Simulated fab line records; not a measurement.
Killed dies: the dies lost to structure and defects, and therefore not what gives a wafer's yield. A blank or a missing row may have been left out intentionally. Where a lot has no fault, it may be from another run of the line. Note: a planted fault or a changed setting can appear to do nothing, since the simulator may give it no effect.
fab line records | flow n5_finfet | part 2 of 2: steps 4 to 6 of 6
[record] lots = 18 wafers = 54 last_day = 18
route steps=1938 shown FIN_SAQP@120
lots that met no fault: taken from a fault-free run of the same line
start_h: hours from the record's opening day to when the first of the lot's shown wafers began | wait_h: time in hours since the lot's previous step | " same as the row above | L1.1+2: a row that stands for several wafers | - value missing, or start not given | * or withheld: withheld | < > ~ a bound
route shown NAME@n: NAME is a module with steps in the file, n the number in the route of the first one | usual: mean/standard deviation of fault-free wafers | same: alike in all rows | chamber/n: place in a boat | sites: readings site by site | _std_site: the standard deviation of these | _edge_site: outer sites' mean less inner sites' | radius_mm: for every site, how far away it sits from the centre of the wafer | mask NAME#n: copy n | behind: the most recent tool/chamber to have shaped the wafer | hold: cause of the lot's hold/its duration in hours/its outcome | device: which transistor (n, p or np) failed to switch | end of line: tests run on the same wafers once the route is complete | a step given without rows: its recipe and nothing more | killed: dies that structure and defects cost at the first sort, which is not the same as the wafer's yield | map: shows each die of a wafer: x if killed, . if not, _ if none is there
set.NAME: the setting that was run; set.NAME@STEP: the one run at that earlier step | model.NAME: the simulator's own value behind a step, which no gauge read
the route's steps for a sample of lots (tables are steps, rows are wafers)
services: the hour from which a tool's chamber was out of use, counted from the record's first day as start_h (under 0 if before that day), plus the number of hours and why
[[steps]]
[step N5_FIN_SAQP_SPACER2_ETCHBACK_29]
[recipe] chemistry = CHF3/O2 mode = anisotropic_etchback target = SiO2 target_depth_a = 122 time_s = 6.1 pressure_mtorr = 30 source_w = 650 bias_w = 170 Ar_flow_sccm = 200 CHF3_flow_sccm = 50 O2_flow_sccm = 5 ion_energy_ev = 200
[usual] chamber_pressure_mTorr = 29.999/0.025 drypump_motor_current_A = 5.6/0.57 oes_product_au = 0.78/0.089 rf_vpp_V = 521/13 showerhead_plenum_p_Torr = 2.43/0.081 throttle_valve_pct = 18.84/0.25
// columns lot.wafer tool chamber start_h wait_h chamber_pressure_mTorr drypump_motor_current_A oes_product_au rf_hours_counter_h rf_vpp_V showerhead_plenum_p_Torr throttle_valve_pct
L074.1 rie_diel-05 3 27.91 0.5 30.017 5.7 0.71 213 533 2.37 19.11
L074.4 " 3 " " 30.005 5.7 0.70 - 535 2.37 19.12
L074.5 " 1 " " 30.015 5.4 0.72 - 505 2.40 18.86
L075.3 rie_diel-02 2 32.78 0.4 29.982 4.7 0.84 66 528 2.53 18.46
L075.4 " 0 " " 30.040 5.5 0.85 75 517 2.43 18.64
L075.6 " 0 " " 30.019 5.5 0.86 - 516 2.43 18.66
L076.2 rie_diel-02 3 38.32 0.2 30.004 6.5 0.74 155 505 2.40 18.96
L076.3 " 2 " " 30.018 4.7 0.83 68 527 2.53 18.48
L076.5 " 0 " " 30.009 5.5 0.85 - 518 2.43 18.65
L077.2 rie_diel-02 3 43.82 0.2 29.954 6.5 0.75 156 505 2.40 18.93
L077.3 " 2 " " 29.992 4.7 0.82 70 527 2.53 18.49
L077.5 " 0 " " 30.060 5.5 0.85 - 516 2.43 18.67
L078.1 rie_diel-02 1 50.01 0.2 30.032 5.3 0.77 137 536 2.44 18.85
L078.2 " 2 " " 29.991 4.7 0.83 72 527 2.53 18.48
L078.6 " 3 " " 29.953 6.4 0.74 - 507 2.40 18.95
L081.2 rie_diel-06 3 68.88 0.5 29.989 5.7 0.72 211 522 2.38 18.76
L081.5 " 2 " " 30.004 6.4 0.68 - 531 2.27 18.99
L081.6 " 1 " " 29.997 5.6 0.71 - 501 2.50 19.33
L082.1 rie_diel-06 2 74.36 0.2 29.982 6.4 0.67 244 531 2.27 18.99
L082.2 " 0 " " 29.983 4.8 0.92 19 535 2.33 18.48
L082.3 " 3 " " 30.011 5.7 0.72 213 522 2.38 18.76
L083.4 rie_diel-02 0 80.24 0.2 30.015 5.5 0.83 92 516 2.42 18.68
L083.5 " 1 " " 29.975 5.3 0.76 - 535 2.43 18.87
L083.6 " 2 " " 30.032 4.7 0.82 - 526 2.53 18.49
L084.2 rie_diel-06 3 88.13 0.2 29.973 5.7 0.72 218 521 2.37 18.77
L084.3 " 0 " " 30.019 4.8 0.92 24 537 2.33 18.50
L084.4 " 1 " " 29.990 5.5 0.70 203 500 2.50 19.36
L085.4 rie_diel-06 1 94.74 0.3 29.999 5.5 0.70 - 501 2.50 19.35
L085.5 " 1 " " 29.992 5.5 0.70 - 499 2.50 19.34
L085.6 " 3 " " 29.988 5.7 0.71 - 522 2.37 18.78
L087.2 rie_diel-02 2 104.20 0.2 29.977 4.8 0.82 91 529 2.52 18.52
L087.3 " 0 " " 30.011 5.5 0.82 101 516 2.42 18.68
L087.6 " 3 " " 30.016 6.5 0.72 - 505 2.39 18.98
L088.1 rie_diel-05 0 110.10 0.2 29.997 5.4 0.82 88 523 2.34 18.71
L088.3 " 3 " " 30.017 5.7 0.68 245 534 2.35 19.17
L088.4 " 2 " " 29.982 6.5 0.94 5 531 2.58 18.74
L089.3 rie_diel-06 1 115.05 0.2 30.021 5.5 0.69 217 499 2.49 19.35
L089.4 " 2 " " 30.048 6.4 0.98 4 539 2.56 18.62
L089.5 " 1 " " 29.983 5.5 0.69 - 500 2.49 19.36
L091.2 rie_diel-06 2 130.16 0.2 29.972 6.4 0.96 9 538 2.56 18.63
L091.4 " 3 " " 29.989 5.7 0.69 238 520 2.37 18.80
L091.5 " 2 " " 30.007 6.4 0.96 - 539 2.56 18.63
L092.1 rie_diel-05 2 135.12 0.2 29.981 6.5 0.92 14 532 2.57 18.77
L092.4 " 0 " " 30.030 5.5 0.81 - 524 2.33 18.73
L092.6 " 2 " " 29.981 6.4 0.92 - 532 2.57 18.76
L093.1 rie_diel-05 1 141.96 0.3 29.993 5.4 0.69 230 504 2.39 18.93
L093.2 " 0 " " 29.978 5.4 0.80 102 525 2.33 18.74
L093.6 " 2 " " 30.005 6.5 0.91 - 532 2.57 18.78
L095.1 rie_diel-02 3 152.11 0.2 30.005 6.5 0.71 197 506 2.39 19.02
L095.3 " 2 " " 29.995 4.7 0.79 110 527 2.52 18.52
L095.5 " 2 " " 29.947 4.7 0.80 - 526 2.52 18.54
L097.1 rie_diel-06 0 163.92 0.3 30.005 4.8 0.88 43 537 2.32 18.54
L097.2 " 1 " " 29.992 5.6 0.68 232 501 2.49 19.39
L097.4 " 3 " " 30.032 5.7 0.69 247 520 2.36 18.82
[step N5_FIN_SAQP_MANDREL2_REMOVE_60]
[recipe] chemistry = HBr/Cl2/O2 bt_time_s = 10 target = a-Si stop_on = SiNx endpoint = OES-SiCl over_etch_frac = 1 icp_w = 600 bias_w = 22 HBr_flow_sccm = 150 Cl2_flow_sccm = 80 O2_flow_sccm = 5 pressure_mtorr = 10
[usual] HBr_flow_sccm = 150.0/0.44 chamber_pressure_mTorr = 10.000/0.0081 drypump_motor_current_A = 5.5/0.47 mfc_cl2_sccm = 80.01/0.25 oes_product_au = 1.004/0.015 throttle_valve_pct = 36.8/0.51
// columns lot.wafer tool chamber start_h wait_h HBr_flow_sccm chamber_pressure_mTorr drypump_motor_current_A mfc_cl2_sccm oes_product_au rf_hours_counter_h throttle_valve_pct
L074.1 rie_si-05 1 28.00 0.1 150.4 9.993 5.3 80.08 1.032 1 37.1
L074.4 " 2 " " 150.9 10.011 5.5 80.21 0.974 205 36.3
L074.5 " 1 " " 150.3 10.002 5.3 79.76 1.027 - 37.1
L075.3 rie_si-04 1 32.86 0.1 150.1 10.005 6.7 79.61 0.995 201 37.1
L075.4 " 2 " " 149.6 10.003 5.2 79.54 1.014 147 36.3
L075.6 " 1 " " 150.0 9.989 6.7 79.35 1.003 - 37.0
L076.2 rie_si-05 1 38.40 0.1 149.7 10.010 5.3 80.63 1.019 2 37.1
L076.3 " 0 " " 150.0 10.007 5.8 80.07 1.001 92 37.0
L076.5 " 3 " " 150.5 10.001 5.2 79.78 1.004 - 36.9
L077.2 rie_si-04 2 43.90 0.1 150.2 10.002 5.3 79.78 1.011 148 36.3
L077.3 " 0 " " 149.7 10.013 5.6 79.89 0.999 3 36.7
L077.5 " 2 " " 149.9 10.015 5.2 79.96 1.013 - 36.3
L078.1 rie_si-05 1 50.10 0.1 150.5 9.998 5.3 80.08 1.028 2 37.1
L078.2 " 0 " " 150.2 10.007 5.8 80.44 1.004 92 36.9
L078.6 " 0 " " 150.0 9.991 5.8 80.15 1.006 - 36.9
L081.2 rie_si-03 2 68.96 0.1 149.4 10.001 5.6 79.67 1.006 29 37.7
L081.5 " 1 " " 150.5 9.997 4.7 79.94 1.019 - 36.4
L081.6 " 0 " " 149.7 10.003 5.9 80.58 1.014 - 36.0
L082.1 rie_si-05 0 74.45 0.1 150.3 10.002 5.8 80.17 1.001 93 37.0
L082.2 " 3 " " 149.6 10.021 5.2 80.55 0.993 74 36.9
L082.3 " 2 " " 149.7 10.000 5.5 79.96 0.999 0 36.0
L083.4 rie_si-04 0 80.32 0.1 150.5 9.991 5.6 79.81 1.003 3 36.7
L083.5 " 0 " " 149.7 10.005 5.6 79.81 1.003 - 36.7
L083.6 " 3 " " 149.8 9.994 5.5 79.86 1.007 - 37.2
L084.2 rie_si-03 3 88.22 0.1 149.8 9.999 6.0 80.14 0.981 7 36.9
L084.3 " 2 " " 149.9 9.984 5.5 79.45 1.003 30 37.7
L084.4 " 1 " " 150.0 9.986 4.6 80.06 1.018 106 36.4
L085.4 rie_si-05 0 94.83 0.1 149.3 10.006 5.9 79.97 1.024 93 37.0
L085.5 " 1 " " 150.5 10.010 5.3 79.92 1.017 - 37.1
L085.6 " 2 " " 150.5 10.000 5.5 80.70 1.009 - 36.0
L087.2 rie_si-03 2 104.28 0.1 150.4 9.984 5.5 80.33 1.003 30 37.7
L087.3 " 3 " " 149.6 10.001 5.9 80.04 0.973 7 36.9
L087.6 " 1 " " 150.9 9.997 4.7 80.05 1.019 - 36.4
L088.1 rie_si-05 1 110.18 0.1 150.0 9.990 5.3 80.16 1.003 3 37.1
L088.3 " 2 " " 149.9 10.006 5.5 79.71 1.009 1 36.0
L088.4 " 0 " " 149.5 10.002 5.9 80.10 1.011 94 37.0
L089.3 rie_si-03 1 115.14 0.1 150.6 9.999 4.6 79.67 1.025 106 36.4
L089.4 " 2 " " 149.7 10.000 5.5 79.81 1.009 30 37.7
L089.5 " 2 " " 149.8 9.994 5.5 79.62 0.999 - 37.7
L091.2 rie_si-03 1 130.24 0.1 149.8 10.015 4.7 80.42 1.018 107 36.4
L091.4 " 0 " " 150.0 9.994 5.9 80.03 1.005 24 36.0
L091.5 " 2 " " 149.7 9.996 5.5 80.27 1.010 - 37.7
L092.1 rie_si-03 0 135.20 0.1 149.6 10.023 5.9 79.87 0.992 24 36.0
L092.4 " 3 " " 149.7 10.007 5.9 80.14 0.985 8 36.9
L092.6 " 3 " " 149.8 9.994 5.9 79.85 0.984 - 36.9
L093.1 rie_si-03 1 142.05 0.1 150.1 9.999 4.7 79.98 1.017 107 36.4
L093.2 " 3 " " 150.4 10.000 5.9 79.97 0.973 8 36.9
L093.6 " 0 " " 149.9 9.992 5.9 80.42 0.986 - 36.0
L095.1 rie_si-03 3 152.21 0.1 149.3 10.010 5.9 79.85 0.985 8 36.9
L095.3 " 0 " " 150.1 10.003 5.9 79.94 0.989 24 36.0
L095.5 " 3 " " 150.3 9.988 5.9 80.60 0.980 - 36.9
L097.1 rie_si-05 2 164.01 0.1 149.4 9.993 5.4 79.66 0.996 2 36.0
L097.2 " 1 " " 150.4 9.991 5.3 80.01 1.015 4 37.1
L097.4 " 3 " " 150.3 10.008 5.2 80.22 0.993 76 36.9
[step N5_FIN_SAQP_CD_MEAS_37]
[recipe] target_cd_nm = 8 polarity = line
[usual] cd_nm = 8.1/0.31
// columns lot.wafer tool chamber start_h wait_h cd_nm
L074.1 cd_sem-03 - 28.56 0.1 8.4
L074.4 " - " " 7.9
L074.5 " - " " 8.3
L075.3 cd_sem-03 - 33.56 0.1 8.3
L075.4 " - " " 7.8
L075.6 " - " " 8.0
L076.2 cd_sem-01 - 39.09 0.1 8.3
L076.3 " - " " 8.1
L076.5 " - " " 7.8
L077.2 cd_sem-01 - 44.48 0.1 8.3
L077.3 " - " " 8.0
L077.5 " - " " 7.9
L078.1 cd_sem-02 - 50.66 0.1 7.9
L078.2 " - " " 7.5
L078.6 " - " " 8.0
L081.2 cd_sem-02 - 69.55 0.1 8.0
L081.5 " - " " 8.3
L081.6 " - " " 8.0
L082.1 cd_sem-02 - 75.01 0.1 7.6
L082.2 " - " " 8.0
L082.3 " - " " 8.0
L083.4 cd_sem-02 - 80.90 0.1 7.8
L083.5 " - " " 7.4
L083.6 " - " " 7.8
L084.2 cd_sem-03 - 88.83 0.1 8.4
L084.3 " - " " 8.0
L084.4 " - " " 8.3
L085.4 cd_sem-03 - 95.49 0.0 7.9
L085.5 " - " " 7.9
L085.6 " - " " 8.3
L087.2 cd_sem-02 - 104.96 0.1 7.6
L087.3 " - " " 8.3
L087.6 " - " " 8.7
L088.1 cd_sem-02 - 110.80 0.1 8.3
L088.3 " - " " 8.7
L088.4 " - " " 8.7
L089.3 cd_sem-03 - 115.70 0.1 8.2
L089.4 " - " " 8.2
L089.5 " - " " 7.9
L091.2 cd_sem-03 - 130.81 0.1 7.6
L091.4 " - " " 8.3
L091.5 " - " " 7.8
L092.1 cd_sem-02 - 135.77 0.1 8.7
L092.4 " - " " 7.8
L092.6 " - " " 8.3
L093.1 cd_sem-03 - 142.61 0.1 8.2
L093.2 " - " " 8.4
L093.6 " - " " 8.1
L095.1 cd_sem-03 - 152.77 0.1 7.8
L095.3 " - " " 8.1
L095.5 " - " " 8.2
L097.1 cd_sem-01 - 164.64 0.1 8.0
L097.2 " - " " 8.2
L097.4 " - " " 8.6
[[services]]
// columns tool chamber start_h hours kind
rie_si-04 - 8.86 0.3 repair
rie_diel-05 0 14.74 16.7 repair
rie_si-05 2 36.71 - clean
rie_diel-06 - 40.82 0.8 repair
rie_diel-05 - 47.18 1.8 repair
rie_si-04 1 81.65 14.0 repair
rie_diel-05 2 83.03 - clean
rie_diel-05 2 83.03 - consumable_replace:focus_ring
rie_diel-05 2 83.03 - consumable_replace:showerhead
rie_diel-05 2 83.03 13.0 scheduled_down
rie_diel-05 2 83.03 13.0 vent_cycle
rie_diel-06 2 92.18 - clean
rie_diel-06 2 92.18 - consumable_replace:focus_ring
rie_diel-06 2 92.18 - consumable_replace:showerhead
rie_diel-06 2 92.18 13.1 scheduled_down
rie_diel-06 2 92.18 13.1 vent_cycle
rie_diel-06 0 93.20 17.5 repair
rie_diel-05 2 111.68 4.3 repair
rie_si-05 3 121.11 9.0 repair
rie_diel-05 3 123.51 - clean
rie_diel-05 3 123.51 - consumable_replace:focus_ring
rie_diel-05 3 123.51 17.8 scheduled_down
rie_diel-05 3 123.51 17.8 vent_cycle
rie_diel-05 0 153.50 6.6 repair
